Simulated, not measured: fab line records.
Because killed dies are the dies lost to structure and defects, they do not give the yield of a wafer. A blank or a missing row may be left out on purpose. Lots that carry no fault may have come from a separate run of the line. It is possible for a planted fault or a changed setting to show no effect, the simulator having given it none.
fab line records	flow nandHarc
[record] lots = 13	wafers = 39	lastDay = 34
route steps=1302 shown P_BONDPAD@385 A_START@389 A_ZERO_WELL@401 A_ONON_D1@424 END@1302
lots that met no fault: taken from a fault-free run of the same line
startH: hours from the record's opening day to when the first of the lot's shown wafers began	waitH: hours elapsed since this lot's preceding step	" the same as in the row above	L1.1+2: one row covering several wafers at once	- no value present, or no start provided	* or withheld: withheld	< > ~ a bound
route shown NAME@n: NAME is a module with steps in the file, n the number in the route of the first one	usual: average and standard deviation across the fault-free wafers	same: alike in all rows	chamber/n: place in a boat	sites: readings site by site	_std_site: the standard deviation of these	_edge_site: outer sites' mean less inner sites'	radiusMm: how far each site lies from the wafer's centre	mask NAME#n: copy n	behind: the last tool/chamber to shape the wafer	hold: why the lot went on hold/how many hours it stayed there/how the hold came to an end	device: the n, p or np transistor that did not switch	end of line: the same wafers' tests at the end of the route	a step without rows: its recipe alone	killed: at the first sort, the dies lost to defects and structure; wafer yield is something else	map: a wafer's dies, x killed, . not, _ none there
set.NAME: setting as actually run; set.NAME@STEP: the setting as run at that earlier step	model.NAME: the simulator's own value behind a step, which no gauge read
the route's steps for a sample of lots (tables are steps, rows are wafers)
services: from which hour (startH, from the record's first day; less than 0 if before it) a tool's chamber was out of use, for how many hours, and why
[[steps]]
[step NHARC_P_BONDPAD_INSPECT_23]
[usual] rawDefectCount = 349/140
lot.wafer	tool	chamber	startH	waitH	rawDefectCount
L731.1	defectInspect-02	-	148.98	0.0	423
L731.2	"	-	"	"	631
L731.5	"	-	"	"	417
L732.2	defectInspect-02	-	156.19	0.0	480
L732.5	"	-	"	"	326
L732.6	"	-	"	"	718
L733.2	defectInspect-01	-	167.57	0.0	327
L733.3	"	-	"	"	183
L733.5	"	-	"	"	315
L735.1	defectInspect-02	-	191.42	0.0	172
L735.5	"	-	"	"	253
L735.6	"	-	"	"	358
L736.2	defectInspect-01	-	204.94	0.0	225
L736.3	"	-	"	"	286
L736.5	"	-	"	"	327
L737.2	defectInspect-02	-	205.52	0.0	435
L737.3	"	-	"	"	450
L737.4	"	-	"	"	407
L738.1	defectInspect-01	-	217.36	0.0	248
L738.2	"	-	"	"	253
L738.4	"	-	"	"	739
L745.2	defectInspect-02	-	286.32	0.0	189
L745.5	"	-	"	"	291
L745.6	"	-	"	"	140
L746.2	defectInspect-02	-	299.69	0.0	267
L746.5	"	-	"	"	393
L746.6	"	-	"	"	351
L747.2	defectInspect-01	-	303.78	0.0	204
L747.4	"	-	"	"	128
L747.6	"	-	"	"	286
L750.1	defectInspect-02	-	340.29	0.0	282
L750.4	"	-	"	"	345
L750.5	"	-	"	"	507
L752.1	defectInspect-02	-	355.10	0.0	542
L752.3	"	-	"	"	312
L752.4	"	-	"	"	302
L753.1	defectInspect-02	-	362.95	0.0	356
L753.2	"	-	"	"	397
L753.5	"	-	"	"	225
[step NHARC_A_START_INSPECT_01]
[usual] rawDefectCount = 3.6/2.1
lot.wafer	tool	chamber	startH	waitH	rawDefectCount
L731.1	defectInspect-01	-	149.44	-	3
L731.2	"	-	"	"	4
L731.5	"	-	"	"	3
L732.2	defectInspect-01	-	156.66	-	0
L732.5	"	-	"	"	4
L732.6	"	-	"	"	3
L733.2	defectInspect-02	-	168.04	-	1
L733.3	"	-	"	"	2
L733.5	"	-	"	"	0
L735.1	defectInspect-01	-	191.89	-	8
L735.5	"	-	"	"	5
L735.6	"	-	"	"	7
L736.2	defectInspect-01	-	205.43	-	1
L736.3	"	-	"	"	3
L736.5	"	-	"	"	3
L737.2	defectInspect-01	-	205.98	-	0
L737.3	"	-	"	"	1
L737.4	"	-	"	"	3
L738.1	defectInspect-01	-	217.86	-	2
L738.2	"	-	"	"	2
L738.4	"	-	"	"	2
L745.2	defectInspect-02	-	286.80	-	2
L745.5	"	-	"	"	4
L745.6	"	-	"	"	5
L746.2	defectInspect-02	-	300.16	-	2
L746.5	"	-	"	"	4
L746.6	"	-	"	"	4
L747.2	defectInspect-02	-	304.25	-	1
L747.4	"	-	"	"	3
L747.6	"	-	"	"	2
L750.1	defectInspect-01	-	340.77	-	6
L750.4	"	-	"	"	3
L750.5	"	-	"	"	5
L752.1	defectInspect-02	-	355.57	-	5
L752.3	"	-	"	"	5
L752.4	"	-	"	"	5
L753.1	defectInspect-01	-	363.41	-	9
L753.2	"	-	"	"	3
L753.5	"	-	"	"	5
[step NHARC_A_ZERO_WELL_CD_MEAS_10]
[recipe] targetCdNm = 2000	landingEnergyEv = 500
[usual] cdNm = 2000.6/1.7
[same] landingEnergyEv = 500
lot.wafer	tool	chamber	startH	waitH	cdNm
L731.1	cdSem-03	0	150.15	-	2001.8
L731.2	"	0	"	"	2001.7
L731.5	"	0	"	"	2005.1
L732.2	cdSem-02	0	157.37	-	1999.2
L732.5	"	0	"	"	2001.0
L732.6	"	0	"	"	2000.4
L733.2	cdSem-02	0	168.75	-	2004.4
L733.3	"	0	"	"	2002.6
L733.5	"	0	"	"	2004.6
L735.1	cdSem-02	0	192.60	-	2001.4
L735.5	"	0	"	"	1999.7
L735.6	"	0	"	"	2002.1
L736.2	cdSem-02	0	206.14	-	1997.8
L736.3	"	0	"	"	1999.5
L736.5	"	0	"	"	2000.7
L737.2	cdSem-03	0	206.83	-	1999.0
L737.3	"	0	"	"	1999.4
L737.4	"	0	"	"	1998.5
L738.1	cdSem-01	0	218.70	-	1999.4
L738.2	"	0	"	"	1998.9
L738.4	"	0	"	"	1997.1
L745.2	cdSem-03	0	287.52	-	1999.1
L745.5	"	0	"	"	2001.1
L745.6	"	0	"	"	2002.1
L746.2	cdSem-03	0	301.00	-	2002.1
L746.5	"	0	"	"	2001.5
L746.6	"	0	"	"	2001.0
L747.2	cdSem-02	0	305.11	-	2002.5
L747.4	"	0	"	"	1998.6
L747.6	"	0	"	"	1999.8
L750.1	cdSem-02	0	341.49	-	2001.3
L750.4	"	0	"	"	1999.5
L750.5	"	0	"	"	1998.1
L752.1	cdSem-02	0	356.28	-	2002.1
L752.3	"	0	"	"	2001.3
L752.4	"	0	"	"	2003.5
L753.1	cdSem-03	0	364.25	-	2000.0
L753.2	"	0	"	"	2000.6
L753.5	"	0	"	"	2000.9
[step NHARC_A_ONON_D1_DEP_00]
[recipe] targetThkA = 10000	n2FlowSccm = 2750	n2oFlowSccm = 2000	nh3FlowSccm = 500	sih4FlowSccm = 210	tempC = 400
[usual] n2oFlowSccm = 2001/5.6
lot.wafer	tool	chamber	startH	waitH	n2oFlowSccm
L731.1	pecvdOnon-02	0	171.83	0.1	2004
L731.2	"	0	"	"	2002
L731.5	"	0	"	"	2000
L732.2	pecvdOnon-02	0	180.88	0.1	1998
L732.5	"	0	"	"	1995
L732.6	"	0	"	"	2003
L733.2	pecvdOnon-03	0	190.55	0.1	2001
L733.3	"	0	"	"	1997
L733.5	"	0	"	"	2006
L735.1	pecvdOnon-01	0	216.40	0.1	1989
L735.5	"	0	"	"	2009
L735.6	"	0	"	"	1990
L737.2	pecvdOnon-01	0	230.27	0.1	2001
L737.3	"	0	"	"	2006
L737.4	"	0	"	"	2000
L736.2	pecvdOnon-02	0	230.30	0.1	2000
L736.3	"	0	"	"	1997
L736.5	"	0	"	"	2001
L738.1	pecvdOnon-02	0	240.63	0.1	1988
L738.2	"	0	"	"	2001
L738.4	"	0	"	"	1995
L745.2	pecvdOnon-02	0	313.90	0.1	2000
L745.5	"	0	"	"	1999
L745.6	"	0	"	"	2008
L746.2	pecvdOnon-02	0	323.33	0.1	2004
L746.5	"	0	"	"	1995
L746.6	"	0	"	"	1994
L747.2	pecvdOnon-02	0	326.85	0.1	1999
L747.4	"	0	"	"	1998
L747.6	"	0	"	"	2005
L750.1	pecvdOnon-03	0	363.01	0.2	1999
L750.4	"	0	"	"	2001
L750.5	"	0	"	"	2005
L752.1	pecvdOnon-02	0	379.47	0.1	2007
L752.3	"	0	"	"	2010
L752.4	"	0	"	"	2006
L753.1	pecvdOnon-02	0	386.16	0.1	2004
L753.2	"	0	"	"	1997
L753.5	"	0	"	"	1992
[step NHARC_A_ONON_D1_THK_MEAS_02]
[recipe] thkMeasGauge = ellipsometry
[usual] thkNm = 999/12
lot.wafer	tool	chamber	startH	waitH	hold	thkNm
L731.1	filmMetro-02	-	172.34	-	-	1006
L731.2	"	-	"	"	-	1006
L731.5	"	-	"	"	-	1006
L732.2	filmMetro-01	-	181.34	-	-	986
L732.5	"	-	"	"	-	987
L732.6	"	-	"	"	-	986
L733.2	filmMetro-02	-	191.00	-	-	1000
L733.3	"	-	"	"	-	1000
L733.5	"	-	"	"	-	1001
L735.1	filmMetro-02	-	216.91	-	-	990
L735.5	"	-	"	"	-	991
L735.6	"	-	"	"	-	991
L737.2	filmMetro-02	-	230.73	-	-	989
L737.3	"	-	"	"	-	988
L737.4	"	-	"	"	-	986
L736.2	filmMetro-02	-	230.76	-	-	999
L736.3	"	-	"	"	-	999
L736.5	"	-	"	"	-	998
L738.1	filmMetro-02	-	241.14	-	-	1011
L738.2	"	-	"	"	-	1011
L738.4	"	-	"	"	-	1008
L745.2	filmMetro-01	-	314.38	-	awaitDispo/0.2h/release	614
L745.5	"	-	"	"	awaitDispo/0.2h/release	614
L745.6	"	-	"	"	awaitDispo/0.2h/release	616
L745.2	filmMetro-01	-	314.55	0.2	-	614
L745.5	"	-	"	"	-	613
L745.6	"	-	"	"	-	615
L746.2	filmMetro-02	-	323.79	-	awaitDispo/0.2h/release	640
L746.5	"	-	"	"	awaitDispo/0.2h/release	639
L746.6	"	-	"	"	awaitDispo/0.2h/release	642
L746.2	filmMetro-02	-	323.96	0.2	-	640
L746.5	"	-	"	"	-	641
L746.6	"	-	"	"	-	641
L747.2	filmMetro-02	-	327.31	-	awaitDispo/0.2h/release	626
L747.4	"	-	"	"	awaitDispo/0.2h/release	625
L747.6	"	-	"	"	awaitDispo/0.2h/release	625
L747.2	filmMetro-02	-	327.48	0.2	-	626
L747.4	"	-	"	"	-	627
L747.6	"	-	"	"	-	626
L750.1	filmMetro-02	-	363.52	-	-	1012
L750.4	"	-	"	"	-	1013
L750.5	"	-	"	"	-	1013
L752.1	filmMetro-01	-	379.98	-	-	977
L752.3	"	-	"	"	-	977
L752.4	"	-	"	"	-	978
L753.1	filmMetro-01	-	386.67	-	-	996
L753.2	"	-	"	"	-	995
L753.5	"	-	"	"	-	996
[step NHARC_END_SORT_01]
[recipe] tempC = 25
[usual] killedAtArray = 59/24	killedAtOther = 0.7/1.2	killedAtPeriphery = 3.5/2.6	killedDies = 63/24	killedOpen = 3.2/2.1	killedShort = 2.4/1.5
[same] grossDies = 677
lot.wafer	tool	chamber	startH	waitH	killedAtArray	killedAtOther	killedAtPeriphery	killedDies	killedOpen	killedShort
L745.2	prober-01	0	708.65	2.8	672	0	5	677	2	2
L745.5	prober-01	0	711.08	3.7	672	1	4	677	5	3
L745.6	prober-01	0	711.88	4.0	668	2	7	677	4	3
L747.2	prober-01	0	767.38	2.8	671	1	5	677	8	1
L747.4	prober-01	0	768.97	3.4	675	0	2	677	1	2
L747.6	prober-01	0	770.57	4.0	673	1	3	677	4	2
L746.2	prober-02	0	767.40	2.8	675	0	2	677	7	1
L746.5	prober-02	0	769.80	3.7	674	0	3	677	3	0
L746.6	prober-02	0	770.60	4.0	674	0	3	677	4	4
// killed by level:class
L745.2 A_ONON_D1:areaDep=620 A_CHANNEL_HOLE_D2:chamberFilmFlake=19 A_CHANNEL_HOLE_D1:chamberFilmFlake=11 A_CONTACT:chamberFilmFlake=10 P_GATE:chamberFilmFlake=4 A_SLIT:chamberFilmFlake=4 A_DECK1_JOINT:chamberFilmFlake=2 P_M1:geometricParticle:short=1
L745.5 A_ONON_D1:areaDep=620 A_CHANNEL_HOLE_D2:chamberFilmFlake=25 A_CONTACT:chamberFilmFlake=12 A_CHANNEL_HOLE_D1:chamberFilmFlake=6 P_GATE:geometricParticle:short=1 A_SOURCE_PLATE:geometricParticle:open=1 A_CHANNEL_HOLE_D1:geometricParticle:short=1 A_CHANNEL_FILL_D1:geometricParticle:open=1
L745.6 A_ONON_D1:areaDep=622 A_CHANNEL_HOLE_D2:chamberFilmFlake=17 A_CONTACT:chamberFilmFlake=13 A_SLIT:chamberFilmFlake=5 A_CHANNEL_HOLE_D1:chamberFilmFlake=3 A_CHANNEL_HOLE_D1:geometricParticle:open=2 P_STI:chamberFilmFlake=2 A_STAIRCASE:chamberFilmFlake=2
L747.2 A_ONON_D1:areaDep=641 A_SGD_CUT:chamberFilmFlake=7 A_CHANNEL_HOLE_D1:chamberFilmFlake=5 A_STAIRCASE:chamberFilmFlake=5 P_GATE:chamberFilmFlake=3 A_SLIT:chamberFilmFlake=3 A_ONON_D2:geometricParticle:open=2 A_M0:geometricParticle:open=2
L746.2 A_ONON_D1:areaDep=604 A_CHANNEL_HOLE_D1:chamberFilmFlake=32 A_CHANNEL_HOLE_D2:chamberFilmFlake=22 A_CONTACT:chamberFilmFlake=7 A_SLIT:chamberFilmFlake=3 P_M2:geometricParticle:short=1 A_CHANNEL_HOLE_D1:geometricParticle:open=1 A_CHANNEL_FILL_D1:geometricParticle:open=1
L747.4 A_ONON_D1:areaDep=632 A_CHANNEL_HOLE_D1:chamberFilmFlake=14 A_SLIT:chamberFilmFlake=9 A_STAIRCASE:chamberFilmFlake=8 A_SGD_CUT:chamberFilmFlake=3 A_CONTACT:chamberFilmFlake=2 A_CHANNEL_HOLE_D1:geometricParticle:open=1 A_ONON_D2:geometricParticle:short=1
L746.5 A_ONON_D1:areaDep=598 A_CHANNEL_HOLE_D1:chamberFilmFlake=37 A_CHANNEL_HOLE_D2:chamberFilmFlake=23 A_CONTACT:chamberFilmFlake=8 A_SLIT:chamberFilmFlake=4 P_GATE:chamberFilmFlake=3 A_ONON_D2:geometricParticle:open=1 A_WL_FILL:geometricParticle:open=1
L747.6 A_ONON_D1:areaDep=632 A_CHANNEL_HOLE_D1:chamberFilmFlake=11 A_STAIRCASE:chamberFilmFlake=9 A_SLIT:chamberFilmFlake=5 A_SGD_CUT:chamberFilmFlake=3 A_WL_FILL:chamberFilmFlake=3 A_CHANNEL_FILL_D1:chamberFilmFlake=2 P_CONTACT:geometricParticle:short=1
L746.6 A_ONON_D1:areaDep=597 A_CHANNEL_HOLE_D1:chamberFilmFlake=33 A_CHANNEL_HOLE_D2:chamberFilmFlake=27 A_CONTACT:chamberFilmFlake=6 A_SLIT:chamberFilmFlake=4 A_M0:geometricParticle:open=2 P_GATE:chamberFilmFlake=2 P_BONDPAD:geometricParticle:short=1
[[services]]
tool	chamber	startH	hours	kind
pecvdOnon-02	-	185.01	13.0	pm
pecvdOnon-03	-	213.24	12.8	repair
pecvdOnon-03	-	227.11	13.0	pm
pecvdOnon-01	-	269.45	13.0	pm
pecvdOnon-02	-	366.01	13.0	pm
[[key]]
[firstSign] step = NHARC_A_ONON_D1_THK_MEAS_02	reading = visit	direction = added
[effect] step = NHARC_A_ONON_D1_THK_MEAS_02	reading = thkNm	direction = down	sigmas = 32	usual = 999	struck = 627
[effect] step = NHARC_END_SORT_01	reading = killedAtArray	direction = up	sigmas = 26	usual = 59	struck = 673
[moreKillsBornAt] NHARC_A_ONON_D1_DEP_00@pecvdOnon-02 = 5566
metAt NHARC_A_ONON_D1_DEP_00
struckLots L745,L746,L747
struckWafers L745.2,L745.5,L745.6,L746.2,L746.5,L746.6,L747.2,L747.4,L747.6
laterRowsLeftOut L745.2,L745.5,L745.6,L746.2,L746.5,L746.6,L747.2,L747.4,L747.6
testerLeftOut L745,L746,L747
notActingAt NHARC_P_BONDPAD_INSPECT_23,NHARC_A_START_INSPECT_01,NHARC_A_ZERO_WELL_CD_MEAS_10
onsetBetween 240.63 313.90
[fault] kind = processParameterDrift	tool = pecvdOnon-02	chamber = 0	onsetH = 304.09	steps = NHARC_A_ONON_D1_DEP_00	channel = targetThkA	offset = *	shape = step	endH = 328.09	actsIn = *	stated = *
// testerLeftOut: of these lots the tester's yield and bins aren't shown, on N5 and GAA mostly nor the transistor test; their killed dies are dies lost to structure and defects alone, not to doping, threshold or leakage, so they don't give the yield
// laterRowsLeftOut: the simulator's readings of these wafers behind a module that went badly wrong aren't trusted and aren't shown, but for the sort
